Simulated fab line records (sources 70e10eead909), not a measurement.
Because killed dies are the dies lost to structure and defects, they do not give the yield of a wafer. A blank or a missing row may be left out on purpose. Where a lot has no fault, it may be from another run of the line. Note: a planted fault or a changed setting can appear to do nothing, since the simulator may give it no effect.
fab line records | flow nandHarc | part 1 of 2: steps 1 to 24 of 33
record: lots: 5 | wafers: 15 | lastDay: 31
route steps=1302 shown A_CONTACT@1064
lots that met no fault: taken from a fault-free run of the same line
startH: start of the lot's first displayed wafer, in hours after the record's first day | waitH: hours elapsed since this lot's preceding step | " identical to the entry in the row above | L1.1+2: a single row standing in for several wafers | - no value, or no start was given | * or withheld: withheld | < > ~ a bound
route shown NAME@n: names a module that has steps shown in the file, with the first one's number in the route | usual: the fault-free wafers' mean and standard deviation | same: alike in all rows | chamber/n: place in a boat | sites: the reading at each site | _std_site: the values' standard deviation | _edge_site: inner sites' mean taken away from outer sites' mean | radiusMm: for every site, how far away it sits from the centre of the wafer | mask NAME#n: copy n | behind: the most recent tool/chamber to have shaped the wafer | hold: cause of the lot's hold/its duration in hours/its outcome | device: the n, p or np transistor that did not switch | end of line: tests of these same wafers at the route's end | a step without rows: its recipe alone | killed: not the wafer's yield, but the dies lost to structure and defects at the first sort | map: a wafer's dies, marking killed ones x, the rest . and places with no die _
set.NAME: the run value of the setting; set.NAME@STEP: its run value at that earlier step | model.NAME: the simulator's own value behind a step, which no gauge read
lots at selected steps of the route; one table per step, one row per wafer
services: the hour from which a tool's chamber was out of use, counted from the record's first day as startH (under 0 if before that day), plus the number of hours and why
== steps ==
step: NHARC_A_CONTACT_STRIP_82
recipe: o2FlowSccm: 500 | arFlowSccm: 0 | biasW: 0 | chemistry: O2
usual: drypumpMotorCurrentA: 5.6/0.35 | oesProductAu: 0.996/0.0098 | rfVppV: 57.8/0.99 | showerheadPlenumPTorr: 3.52/0.14 | throttleValvePct: 17.036/0.0094
lot.wafer | tool       | chamber | startH | waitH | drypumpMotorCurrentA | oesProductAu | rfHoursCounterH | rfVppV | showerheadPlenumPTorr | throttleValvePct
L079.5    | rieDiel-04 | 3       | -      | -     | 5.8                  | 1.012        | -               | 57.4   | 3.46                  | 17.028
L079.6    | "          | 0       | "      | "     | 5.1                  | 0.979        | -               | 56.2   | 3.42                  | 17.043
L079.4    | "          | 1       | "      | "     | 5.6                  | 1.005        | -               | 59.0   | 3.39                  | 17.038
L082.1    | rieDiel-04 | 1       | -      | -     | 5.6                  | 0.998        | 9               | 57.8   | 3.38                  | 17.032
L082.3    | "          | 2       | "      | "     | 5.7                  | 0.993        | 5               | 58.2   | 3.69                  | 17.024
L082.6    | "          | 2       | "      | "     | 5.7                  | 1.001        | -               | 58.0   | 3.69                  | 17.039
L085.2    | rieDiel-04 | 3       | -      | -     | 5.8                  | 1.000        | 17              | 57.1   | 3.45                  | 17.019
L085.1    | "          | 0       | "      | "     | 5.1                  | 1.009        | 18              | 57.3   | 3.41                  | 17.043
L085.6    | "          | 3       | "      | "     | 5.8                  | 0.996        | -               | 57.3   | 3.45                  | 17.031
L088.2    | rieDiel-06 | 2       | -      | -     | 6.2                  | 0.989        | 53              | 57.3   | 3.50                  | 17.039
L088.5    | "          | 3       | "      | "     | 5.3                  | 0.987        | -               | 56.0   | 3.47                  | 17.028
L088.4    | "          | 0       | "      | "     | 5.2                  | 1.005        | -               | 58.1   | 3.35                  | 17.038
L092.3    | rieDiel-01 | 3       | -      | -     | 6.1                  | 0.995        | 39              | 58.8   | 3.69                  | 17.031
L092.4    | "          | 0       | "      | "     | 5.4                  | 0.998        | 42              | 59.7   | 3.72                  | 17.038
L092.6    | "          | 0       | "      | "     | 5.4                  | 0.987        | -               | 58.9   | 3.72                  | 17.033
step: NHARC_A_CONTACT_STRIP_83
recipe: timeS: 600 | tempC: 30 | chemistry: postEtchResidueRemover
lot.wafer  | tool        | chamber | startH | waitH
L079.4+5+6 | wetBench-05 | 5,0,1   | 557.41 | -
L082.3+6+1 | wetBench-07 | 2,3,5   | 600.36 | -
L085.1+6+2 | wetBench-05 | 2,6,7   | 627.94 | -
L088.2+4+5 | wetBench-05 | 6,7,1   | 648.86 | -
L092.3+6+4 | wetBench-05 | 5,7,0   | 687.81 | -
step: NHARC_A_CONTACT_DEP_84
recipe: targetThkA: 28000 | tempC: 400 | material: aC
usual: throttleValvePct: 35.000/0.01
lot.wafer | tool      | chamber | startH | waitH | throttleValvePct
L079.4    | aclDep-03 | 0       | 563.89 | -     | 35.018
L079.5    | "         | 0       | "      | "     | 34.995
L079.6    | "         | 0       | "      | "     | 34.992
L082.1    | aclDep-01 | 0       | 600.62 | -     | 35.023
L082.3    | "         | 0       | "      | "     | 34.983
L082.6    | "         | 0       | "      | "     | 34.992
L085.1    | aclDep-02 | 0       | 628.63 | -     | 34.996
L085.2    | "         | 0       | "      | "     | 34.995
L085.6    | "         | 0       | 630.08 | -     | 34.993
L088.2    | aclDep-03 | 0       | 649.42 | -     | 35.033
L088.4    | "         | 0       | "      | "     | 34.995
L088.5    | "         | 0       | "      | "     | 35.009
L092.3    | aclDep-03 | 0       | 689.46 | -     | 35.001
L092.4    | "         | 0       | "      | "     | 34.994
L092.6    | "         | 0       | "      | "     | 35.018
step: NHARC_A_CONTACT_DEP_85
recipe: targetThkA: 600 | targetThkNm: 60 | tempC: 400 | pressureTorr: 3.5 | flowSccm: 200 | rfW: 350 | material: SiON
usual: heaterPowerOuterW: 463/86 | heaterPowerW: 742/120
lot.wafer | tool     | chamber | startH | waitH | heaterPowerOuterW | heaterPowerW
L079.4    | pecvd-01 | 1       | 564.89 | 0.7   | 491               | 774
L079.6    | "        | 2       | "      | "     | 285               | 498
L079.5    | "        | 0       | "      | "     | 478               | 765
L082.3    | pecvd-01 | 1       | 602.62 | 1.1   | 404               | 656
L082.1    | "        | 2       | "      | "     | 326               | 534
L082.6    | "        | 2       | "      | "     | 328               | 542
L085.2    | pecvd-01 | 1       | 630.42 | 1.2   | 468               | 737
L085.1    | "        | 2       | "      | "     | 286               | 478
L085.6    | "        | 2       | "      | "     | 291               | 497
L088.2    | pecvd-01 | 2       | 650.88 | 1.2   | 343               | 570
L088.5    | "        | 0       | "      | "     | 541               | 822
L088.4    | "        | 1       | "      | "     | 507               | 763
L092.3    | pecvd-02 | 0       | 690.68 | 0.9   | 479               | 858
L092.4    | "        | 1       | "      | "     | 480               | 823
L092.6    | "        | 2       | "      | "     | 429               | 737
step: NHARC_A_CONTACT_DEHYDRATE_00
recipe: tempC: 150 | timeS: 120
lot.wafer  | tool          | chamber | startH | waitH
L079.4+5+6 | lithoTrack-06 | 0       | 565.07 | 0.2
L082.1+3+6 | lithoTrack-06 | 0       | 602.87 | 0.2
L085.1+2+6 | lithoTrack-06 | 0       | 630.66 | 0.2
L088.2+4+5 | lithoTrack-01 | 0       | 651.15 | 0.2
L092.3+4+6 | lithoTrack-04 | 0       | 690.89 | 0.2
step: NHARC_A_CONTACT_HMDS_01
recipe: timeS: 30
lot.wafer  | tool          | chamber | startH | waitH
L079.4+5+6 | lithoTrack-06 | 0       | -      | -
L082.1+3+6 | lithoTrack-06 | 0       | -      | -
L085.1+2+6 | lithoTrack-06 | 0       | -      | -
L088.2+4+5 | lithoTrack-01 | 0       | -      | -
L092.3+4+6 | lithoTrack-04 | 0       | -      | -
step: NHARC_A_CONTACT_COAT_86
recipe: tempC: 260 | timeS: 75
lot.wafer  | tool          | chamber | startH | waitH
L079.4+5+6 | lithoTrack-06 | 0       | -      | -
L082.1+3+6 | lithoTrack-06 | 0       | -      | -
L085.1+2+6 | lithoTrack-06 | 0       | -      | -
L088.2+4+5 | lithoTrack-01 | 0       | -      | -
L092.3+4+6 | lithoTrack-04 | 0       | -      | -
step: NHARC_A_CONTACT_COAT_87
recipe: tempC: 225 | timeS: 65
lot.wafer  | tool          | chamber | startH | waitH
L079.4+5+6 | lithoTrack-06 | 0       | -      | -
L082.1+3+6 | lithoTrack-06 | 0       | -      | -
L085.1+2+6 | lithoTrack-06 | 0       | -      | -
L088.2+4+5 | lithoTrack-01 | 0       | -      | -
L092.3+4+6 | lithoTrack-04 | 0       | -      | -
step: NHARC_A_CONTACT_COAT_02
recipe: spinRpm: 1500 | resistThkNm: 90
lot.wafer  | tool          | chamber | startH | waitH
L079.4+5+6 | lithoTrack-06 | 0       | -      | -
L082.1+3+6 | lithoTrack-06 | 0       | -      | -
L085.1+2+6 | lithoTrack-06 | 0       | -      | -
L088.2+4+5 | lithoTrack-01 | 0       | -      | -
L092.3+4+6 | lithoTrack-04 | 0       | -      | -
step: NHARC_A_CONTACT_SOFTBAKE_03
recipe: tempC: 105 | timeS: 55
lot.wafer  | tool          | chamber | startH | waitH
L079.4+5+6 | lithoTrack-06 | 0       | -      | -
L082.1+3+6 | lithoTrack-06 | 0       | -      | -
L085.1+2+6 | lithoTrack-06 | 0       | -      | -
L088.2+4+5 | lithoTrack-01 | 0       | -      | -
L092.3+4+6 | lithoTrack-04 | 0       | -      | -
step: NHARC_A_CONTACT_EBR_04
lot.wafer  | tool          | chamber | startH | waitH
L079.4+5+6 | lithoTrack-06 | 0       | -      | -
L082.1+3+6 | lithoTrack-06 | 0       | -      | -
L085.1+2+6 | lithoTrack-06 | 0       | -      | -
L088.2+4+5 | lithoTrack-01 | 0       | -      | -
L092.3+4+6 | lithoTrack-04 | 0       | -      | -
step: NHARC_A_CONTACT_EXPOSE_05
recipe: na: 1.35 | sigmaOuter: 0.8 | doseMj: 84.24 | maskId: A_CC
lot.wafer  | tool           | chamber | startH | waitH | mask
L079.4+5+6 | arfiScanner-01 | 0       | 565.39 | -     | A_CC#0
L082.1+3+6 | arfiScanner-02 | 0       | 603.18 | -     | A_CC#0
L085.1+2+6 | arfiScanner-03 | 0       | 630.84 | -     | A_CC#0
L088.2+4+5 | arfiScanner-01 | 0       | 652.11 | -     | A_CC#0
L092.3+4+6 | arfiScanner-02 | 0       | 691.21 | -     | A_CC#0
step: NHARC_A_CONTACT_PEB_06
recipe: pebTempC: 100 | pebTimeS: 65
lot.wafer  | tool          | chamber | startH | waitH
L079.4+5+6 | lithoTrack-01 | 0       | 565.44 | 0.0
L082.1+3+6 | lithoTrack-01 | 0       | 603.24 | 0.1
L085.1+2+6 | lithoTrack-06 | 0       | 630.90 | 0.1
L088.2+4+5 | lithoTrack-01 | 0       | 652.16 | 0.1
L092.3+4+6 | lithoTrack-06 | 0       | 691.27 | 0.0
step: NHARC_A_CONTACT_DEVELOP_07
recipe: developTimeS: 35 | devTempC: 23
usual: developerTempC: 22.99/0.1
lot.wafer | tool          | chamber | startH | waitH | developerTempC
L079.4    | lithoTrack-01 | 0       | -      | -     | 23.00
L079.5    | "             | 0       | "      | "     | 23.01
L079.6    | "             | 0       | "      | "     | 22.95
L082.1    | lithoTrack-01 | 0       | -      | -     | 22.88
L082.3    | "             | 0       | "      | "     | 22.87
L082.6    | "             | 0       | "      | "     | 22.93
L085.1    | lithoTrack-06 | 0       | -      | -     | 23.13
L085.2    | "             | 0       | "      | "     | 23.14
L085.6    | "             | 0       | "      | "     | 23.03
L088.2    | lithoTrack-01 | 0       | -      | -     | 22.95
L088.4    | "             | 0       | "      | "     | 22.91
L088.5    | "             | 0       | "      | "     | 22.76
L092.3    | lithoTrack-06 | 0       | -      | -     | 22.96
L092.4    | "             | 0       | "      | "     | 22.97
L092.6    | "             | 0       | "      | "     | 22.99
step: NHARC_A_CONTACT_CD_MEAS_08
recipe: targetCdNm: 200 | landingEnergyEv: 500
usual: cdNm: 199.9/0.56
lot.wafer | tool     | chamber | startH | waitH | cdNm
L079.4    | cdSem-03 | 0       | 565.53 | -     | 199.5
L079.5    | "        | 0       | "      | "     | 199.3
L079.6    | "        | 0       | "      | "     | 199.9
L082.1    | cdSem-02 | 0       | 603.32 | -     | 199.8
L082.3    | "        | 0       | "      | "     | 199.3
L082.6    | "        | 0       | "      | "     | 199.0
L085.1    | cdSem-02 | 0       | 630.98 | -     | 200.1
L085.2    | "        | 0       | "      | "     | 200.1
L085.6    | "        | 0       | "      | "     | 199.8
L088.2    | cdSem-01 | 0       | 652.24 | -     | 200.2
L088.4    | "        | 0       | "      | "     | 199.3
L088.5    | "        | 0       | "      | "     | 198.8
L092.3    | cdSem-02 | 0       | 691.35 | -     | 200.2
L092.4    | "        | 0       | "      | "     | 200.7
L092.6    | "        | 0       | "      | "     | 200.8
step: NHARC_A_CONTACT_OVL_MEAS_09
usual: overlayXNm: -0.1/0.58 | overlayYNm: -0.1/0.91
lot.wafer | tool       | chamber | startH | waitH | overlayXNm | overlayYNm
L079.4    | overlay-02 | -       | 565.61 | -     | 0.7        | -0.4
L079.5    | "          | -       | "      | "     | 0.8        | -1.0
L079.6    | "          | -       | "      | "     | 0.7        | -0.4
L082.1    | overlay-02 | -       | 603.41 | -     | -0.4       | -0.5
L082.3    | "          | -       | "      | "     | 0.1        | 0.0
L082.6    | "          | -       | "      | "     | -0.6       | 0.0
L085.1    | overlay-01 | -       | 631.07 | -     | 0.1        | -0.3
L085.2    | "          | -       | "      | "     | 0.1        | -0.4
L085.6    | "          | -       | "      | "     | 0.5        | -0.3
L088.2    | overlay-01 | -       | 652.33 | -     | 0.6        | -0.6
L088.4    | "          | -       | "      | "     | -0.3       | -1.4
L088.5    | "          | -       | "      | "     | -0.1       | -0.4
L092.3    | overlay-01 | -       | 691.43 | -     | -1.1       | 1.2
L092.4    | "          | -       | "      | "     | -0.7       | 1.3
L092.6    | "          | -       | "      | "     | -0.2       | 1.4
step: NHARC_A_CONTACT_INSPECT_10
usual: rawDefectCount: 82/39
lot.wafer | tool             | chamber | startH | waitH | rawDefectCount
L079.4    | defectInspect-01 | -       | 565.65 | 0.0   | 101
L079.5    | "                | -       | "      | "     | 115
L079.6    | "                | -       | "      | "     | 103
L082.1    | defectInspect-01 | -       | 603.44 | 0.0   | 42
L082.3    | "                | -       | "      | "     | 40
L082.6    | "                | -       | "      | "     | 40
L085.1    | defectInspect-02 | -       | 631.11 | 0.0   | 41
L085.2    | "                | -       | "      | "     | 44
L085.6    | "                | -       | "      | "     | 35
L088.2    | defectInspect-02 | -       | 652.37 | 0.0   | 66
L088.4    | "                | -       | "      | "     | 74
L088.5    | "                | -       | "      | "     | 47
L092.3    | defectInspect-02 | -       | 691.47 | 0.0   | 64
L092.4    | "                | -       | "      | "     | 65
L092.6    | "                | -       | "      | "     | 61
step: NHARC_A_CONTACT_DESCUM_13
recipe: timeS: 3 | o2FlowSccm: 200 | arFlowSccm: 0 | biasPowerW: 0 | chemistry: O2
usual: drypumpMotorCurrentA: 5.6/0.34 | oesProductAu: 0.996/0.0094 | rfVppV: 57.9/0.94 | showerheadPlenumPTorr: 1.90/0.077 | throttleValvePct: 11.312/0.01
lot.wafer | tool       | chamber | startH | waitH | drypumpMotorCurrentA | oesProductAu | rfHoursCounterH | rfVppV | showerheadPlenumPTorr | throttleValvePct
L079.4    | rieDiel-04 | 3       | 565.76 | 0.1   | 5.8                  | 0.994        | -               | 56.9   | 1.87                  | 11.299
L079.5    | "          | 0       | "      | "     | 5.1                  | 0.998        | -               | 58.4   | 1.85                  | 11.297
L079.6    | "          | 3       | "      | "     | 5.8                  | 1.013        | -               | 57.7   | 1.87                  | 11.317
L082.3    | rieDiel-04 | 0       | 603.51 | 0.1   | 5.1                  | 0.997        | 12              | 59.3   | 1.85                  | 11.322
L082.1    | "          | 1       | "      | "     | 5.6                  | 0.994        | 10              | 57.0   | 1.83                  | 11.328
L082.6    | "          | 0       | "      | "     | 5.1                  | 1.001        | -               | 56.5   | 1.85                  | 11.324
L085.1    | rieDiel-04 | 2       | 631.17 | 0.1   | 5.7                  | 0.984        | 12              | 59.2   | 2.00                  | 11.292
L085.2    | "          | 0       | "      | "     | 5.1                  | 1.001        | 18              | 55.8   | 1.84                  | 11.317
L085.6    | "          | 3       | "      | "     | 5.8                  | 1.000        | -               | 58.4   | 1.87                  | 11.290
L088.2    | rieDiel-01 | 3       | 652.44 | 0.1   | 6.1                  | 0.998        | 27              | 59.1   | 2.01                  | 11.309
L088.4    | "          | 0       | "      | "     | 5.4                  | 0.997        | 29              | 58.7   | 2.03                  | 11.317
L088.5    | "          | 2       | "      | "     | 5.5                  | 0.975        | -               | 58.1   | 1.87                  | 11.309
L092.3    | rieDiel-04 | 1       | 691.54 | 0.1   | 5.6                  | 1.007        | 25              | 57.1   | 1.82                  | 11.314
L092.4    | "          | 3       | "      | "     | 5.8                  | 1.004        | 27              | 57.8   | 1.86                  | 11.311
L092.6    | "          | 0       | "      | "     | 5.1                  | 1.003        | -               | 56.6   | 1.84                  | 11.307
step: NHARC_A_CONTACT_ETCH_88
recipe: targetDepthA: 390 | overEtchFrac: 0.3 | timeS: 65 | ionEnergyEv: 80 | cf4FlowSccm: 150 | arFlowSccm: 0 | rfW: 300 | biasW: 100 | chemistry: CF4
usual: drypumpMotorCurrentA: 5.6/0.33 | oesProductAu: 0.997/0.01 | rfVppV: 151.3/1.2 | showerheadPlenumPTorr: 1.77/0.067 | throttleValvePct: 13.283/0.0094
same: overEtchFrac: 0.3
lot.wafer | tool       | chamber | startH | waitH | drypumpMotorCurrentA | oesProductAu | rfHoursCounterH | rfVppV | showerheadPlenumPTorr | throttleValvePct
L079.4    | rieDiel-04 | 3       | 565.86 | 0.1   | 5.8                  | 1.001        | -               | 151.9  | 1.73                  | 13.291
L079.6    | "          | 3       | "      | "     | 5.8                  | 0.999        | -               | 153.0  | 1.73                  | 13.271
L079.5    | "          | 0       | "      | "     | 5.1                  | 0.983        | -               | 151.2  | 1.71                  | 13.283
L082.3    | rieDiel-04 | 2       | 603.59 | 0.1   | 5.7                  | 0.996        | 6               | 150.7  | 1.85                  | 13.291
L082.1    | "          | 3       | "      | "     | 5.8                  | 1.014        | 11              | 150.9  | 1.73                  | 13.274
L082.6    | "          | 3       | "      | "     | 5.8                  | 1.013        | -               | 151.7  | 1.73                  | 13.302
L085.2    | rieDiel-04 | 1       | 631.25 | 0.1   | 5.6                  | 0.998        | 16              | 150.7  | 1.69                  | 13.282
L085.1    | "          | 2       | "      | "     | 5.7                  | 0.988        | 13              | 151.5  | 1.85                  | 13.293
L085.6    | "          | 1       | "      | "     | 5.6                  | 1.005        | -               | 150.0  | 1.69                  | 13.274
L088.4    | rieDiel-01 | 3       | 652.52 | 0.1   | 6.1                  | 1.006        | 27              | 152.9  | 1.85                  | 13.276
L088.2    | "          | 1       | "      | "     | 6.0                  | 0.985        | 31              | 150.6  | 1.76                  | 13.288
L088.5    | "          | 2       | "      | "     | 5.5                  | 0.991        | -               | 149.4  | 1.73                  | 13.292
L092.3    | rieDiel-04 | 2       | 691.61 | 0.1   | 5.7                  | 0.990        | 21              | 153.1  | 1.84                  | 13.286
L092.4    | "          | 1       | "      | "     | 5.7                  | 0.997        | 25              | 150.1  | 1.69                  | 13.293
L092.6    | "          | 2       | "      | "     | 5.7                  | 0.992        | -               | 152.0  | 1.84                  | 13.284
step: NHARC_A_CONTACT_ETCH_89
recipe: targetDepthA: 2600 | overEtchFrac: 0.3 | timeS: 475.3 | ionEnergyEv: 200 | n2FlowSccm: 150 | h2FlowSccm: 150 | arFlowSccm: 0 | rfW: 400 | biasW: 150 | chemistry: N2/H2
usual: drypumpMotorCurrentA: 5.6/0.34 | oesProductAu: 0.996/0.009 | rfVppV: 430.4/2.5 | showerheadPlenumPTorr: 2.04/0.086 | throttleValvePct: 14.171/0.0091
same: overEtchFrac: 0.3
lot.wafer | tool       | chamber | startH | waitH | drypumpMotorCurrentA | oesProductAu | rfHoursCounterH | rfVppV | showerheadPlenumPTorr | throttleValvePct
L079.4    | rieDiel-04 | 3       | 566.11 | 0.2   | 5.8                  | 1.005        | -               | 428.9  | 1.99                  | 14.152
L079.6    | "          | 3       | "      | "     | 5.8                  | 0.997        | -               | 430.5  | 1.99                  | 14.171
L079.5    | "          | 0       | "      | "     | 5.1                  | 0.982        | -               | 429.0  | 1.97                  | 14.162
L082.3    | rieDiel-04 | 3       | -      | -     | 5.8                  | 0.998        | 12              | 428.2  | 1.99                  | 14.180
L082.1    | "          | 0       | "      | "     | 5.1                  | 0.997        | 12              | 428.9  | 1.97                  | 14.175
L082.6    | "          | 0       | "      | "     | 5.1                  | 0.998        | -               | 428.6  | 1.97                  | 14.179
L085.1    | rieDiel-04 | 3       | -      | -     | 5.8                  | 0.991        | 17              | 428.3  | 1.99                  | 14.179
L085.2    | "          | 1       | "      | "     | 5.6                  | 0.993        | 16              | 427.0  | 1.94                  | 14.178
L085.6    | "          | 0       | "      | "     | 5.1                  | 0.993        | -               | 427.5  | 1.96                  | 14.165
L088.4    | rieDiel-01 | 1       | -      | -     | 6.0                  | 0.983        | 32              | 430.7  | 2.03                  | 14.173
L088.2    | "          | 2       | "      | "     | 5.5                  | 0.983        | 30              | 428.8  | 1.99                  | 14.184
L088.5    | "          | 3       | "      | "     | 6.1                  | 0.996        | -               | 432.1  | 2.15                  | 14.172
L092.3    | rieDiel-04 | 1       | -      | -     | 5.6                  | 1.000        | 25              | 427.2  | 1.94                  | 14.169
L092.4    | "          | 2       | "      | "     | 5.7                  | 0.997        | 21              | 432.7  | 2.14                  | 14.171
L092.6    | "          | 1       | "      | "     | 5.6                  | 0.995        | -               | 428.3  | 1.94                  | 14.176
step: NHARC_A_CONTACT_ETCH_30
recipe: targetDepthA: 726 | timeS: 36.3 | cf4FlowSccm: 100 | chf3FlowSccm: 30 | arFlowSccm: 0 | rfW: 500 | biasW: 200 | chemistry: CF4/CHF3
usual: chf3FlowSccm: 29.99/0.093 | drypumpMotorCurrentA: 5.6/0.33 | oesProductAu: 0.939/0.021 | rfVppV: 370.7/2.2 | showerheadPlenumPTorr: 1.57/0.062 | throttleValvePct: 16.804/0.0093
lot.wafer | tool       | chamber | startH | waitH | chf3FlowSccm | drypumpMotorCurrentA | oesProductAu | rfHoursCounterH | rfVppV | showerheadPlenumPTorr | throttleValvePct
L079.4    | rieDiel-04 | 0       | 566.55 | 0.4   | 30.05        | 5.1                  | 0.920        | -               | 369.9  | 1.52                  | 16.817
L079.6    | "          | 3       | "      | "     | 29.84        | 5.8                  | 0.928        | -               | 369.1  | 1.54                  | 16.797
L079.5    | "          | 0       | "      | "     | 29.98        | 5.1                  | 0.921        | -               | 368.3  | 1.52                  | 16.790
L082.1    | rieDiel-04 | 2       | -      | -     | 29.94        | 5.7                  | 0.923        | 6               | 374.5  | 1.65                  | 16.807
L082.3    | "          | 3       | "      | "     | 29.96        | 5.8                  | 0.924        | 12              | 370.1  | 1.54                  | 16.800
L082.6    | "          | 0       | "      | "     | 30.03        | 5.1                  | 0.915        | -               | 368.4  | 1.52                  | 16.798
L085.1    | rieDiel-04 | 3       | -      | -     | 30.11        | 5.8                  | 0.926        | 18              | 369.1  | 1.54                  | 16.814
L085.2    | "          | 0       | "      | "     | 29.87        | 5.1                  | 0.928        | 18              | 368.2  | 1.52                  | 16.804
L085.6    | "          | 2       | "      | "     | 30.04        | 5.7                  | 0.921        | -               | 373.8  | 1.64                  | 16.811
L088.4    | rieDiel-01 | 2       | -      | -     | 29.87        | 5.5                  | 0.917        | 30              | 369.5  | 1.54                  | 16.800
L088.2    | "          | 0       | "      | "     | 30.11        | 5.4                  | 0.915        | 29              | 374.7  | 1.66                  | 16.831
L088.5    | "          | 2       | "      | "     | 29.93        | 5.5                  | 0.910        | -               | 367.7  | 1.54                  | 16.822
L092.3    | rieDiel-04 | 3       | -      | -     | 29.81        | 5.8                  | 0.922        | 27              | 371.0  | 1.54                  | 16.816
L092.4    | "          | 1       | "      | "     | 29.96        | 5.6                  | 0.919        | 25              | 367.7  | 1.50                  | 16.811
L092.6    | "          | 2       | "      | "     | 29.90        | 5.7                  | 0.909        | -               | 372.1  | 1.64                  | 16.793
step: NHARC_A_CONTACT_ETCH_31
recipe: targetDepthA: 28000 | overEtchFrac: 0.3 | timeS: 728 | ionEnergyEv: 150 | o2FlowSccm: 400 | cosFlowSccm: 20 | arFlowSccm: 0 | rfW: 500 | biasW: 300 | chemistry: O2/COS
usual: drypumpMotorCurrentA: 5.6/0.33 | oesProductAu: 0.997/0.01 | rfVppV: 314.1/1.9 | showerheadPlenumPTorr: 3.12/0.12 | throttleValvePct: 28.330/0.0087
same: overEtchFrac: 0.3
lot.wafer | tool       | chamber | startH | waitH | drypumpMotorCurrentA | oesProductAu | rfHoursCounterH | rfVppV | showerheadPlenumPTorr | throttleValvePct
L079.4    | rieDiel-04 | 3       | 566.93 | 0.4   | 5.8                  | 1.005        | -               | 314.4  | 3.06                  | 28.331
L079.5    | "          | 0       | "      | "     | 5.1                  | 0.994        | -               | 313.5  | 3.02                  | 28.330
L079.6    | "          | 3       | "      | "     | 5.8                  | 1.012        | -               | 314.8  | 3.06                  | 28.331
L082.1    | rieDiel-04 | 1       | -      | -     | 5.6                  | 0.994        | 10              | 311.4  | 2.99                  | 28.328
L082.3    | "          | 2       | "      | "     | 5.7                  | 1.000        | 7               | 316.1  | 3.27                  | 28.327
L082.6    | "          | 1       | "      | "     | 5.6                  | 0.994        | -               | 314.2  | 2.99                  | 28.336
L085.2    | rieDiel-04 | 0       | -      | -     | 5.1                  | 1.013        | 18              | 314.4  | 3.01                  | 28.349
L085.1    | "          | 1       | "      | "     | 5.6                  | 1.005        | 17              | 313.0  | 2.99                  | 28.334
L085.6    | "          | 3       | "      | "     | 5.8                  | 1.000        | -               | 313.0  | 3.05                  | 28.325
L088.2    | rieDiel-01 | 0       | -      | -     | 5.4                  | 1.000        | 29              | 316.6  | 3.30                  | 28.330
L088.4    | "          | 3       | "      | "     | 6.1                  | 1.004        | 28              | 316.3  | 3.27                  | 28.339
L088.5    | "          | 0       | "      | "     | 5.4                  | 0.997        | -               | 316.8  | 3.30                  | 28.328
L092.3    | rieDiel-04 | 1       | -      | -     | 5.6                  | 0.994        | 25              | 312.0  | 2.98                  | 28.313
L092.4    | "          | 3       | "      | "     | 5.8                  | 1.001        | 27              | 312.3  | 3.05                  | 28.333
L092.6    | "          | 1       | "      | "     | 5.6                  | 0.993        | -               | 313.3  | 2.98                  | 28.334
step: NHARC_A_CONTACT_ETCH_134
recipe: sourceW: withheld | pressureMtorr: 20 | biasV: withheld | timeS: 140 | targetDepthA: 7000 | arFlowSccm: withheld | c4f8FlowSccm: withheld | o2FlowSccm: withheld | chemistry: C4F8/O2/Ar
lot.wafer | tool          | chamber | startH | waitH | rfHoursCounterH
L079.4    | harCapEtch-01 | 1       | 567.59 | -     | -
L079.6    | "             | 0       | "      | "     | -
L079.5    | "             | 1       | "      | "     | -
L082.1    | harCapEtch-02 | 0       | 604.63 | -     | 105
L082.3    | "             | 0       | "      | "     | -
L082.6    | "             | 0       | "      | "     | -
L085.1    | harCapEtch-02 | 1       | 632.29 | -     | 112
L085.2    | "             | 0       | "      | "     | 112
L085.6    | "             | 0       | "      | "     | -
L088.2    | harCapEtch-03 | 0       | 653.56 | -     | 70
L088.4    | "             | 0       | "      | "     | -
L088.5    | "             | 0       | "      | "     | -
L092.3    | harCapEtch-02 | 1       | 692.72 | -     | -
L092.4    | "             | 0       | "      | "     | -
L092.6    | "             | 0       | "      | "     | -
step: NHARC_A_CONTACT_ETCH_135
recipe: sourceW: withheld | pressureMtorr: 20 | biasV: 1200 | timeS: 311 | targetDepthA: 19120 | arFlowSccm: withheld | c4f8FlowSccm: withheld | o2FlowSccm: withheld | chemistry: C4F8/O2/Ar
lot.wafer | tool          | chamber | startH | waitH | rfHoursCounterH
L079.4    | harCapEtch-01 | 1       | 567.91 | 0.3   | -
L079.6    | "             | 0       | "      | "     | -
L079.5    | "             | 1       | "      | "     | -
L082.1    | harCapEtch-02 | 0       | 604.90 | 0.2   | 105
L082.3    | "             | 0       | "      | "     | -
L082.6    | "             | 0       | "      | "     | -
L085.1    | harCapEtch-02 | 1       | 632.49 | 0.2   | 112
L085.2    | "             | 0       | "      | "     | 112
L085.6    | "             | 0       | "      | "     | -
L088.2    | harCapEtch-03 | 0       | 653.76 | 0.2   | 70
L088.4    | "             | 0       | "      | "     | -
L088.5    | "             | 0       | "      | "     | -
L092.3    | harCapEtch-02 | 1       | 692.94 | 0.2   | -
L092.4    | "             | 0       | "      | "     | -
L092.6    | "             | 0       | "      | "     | -
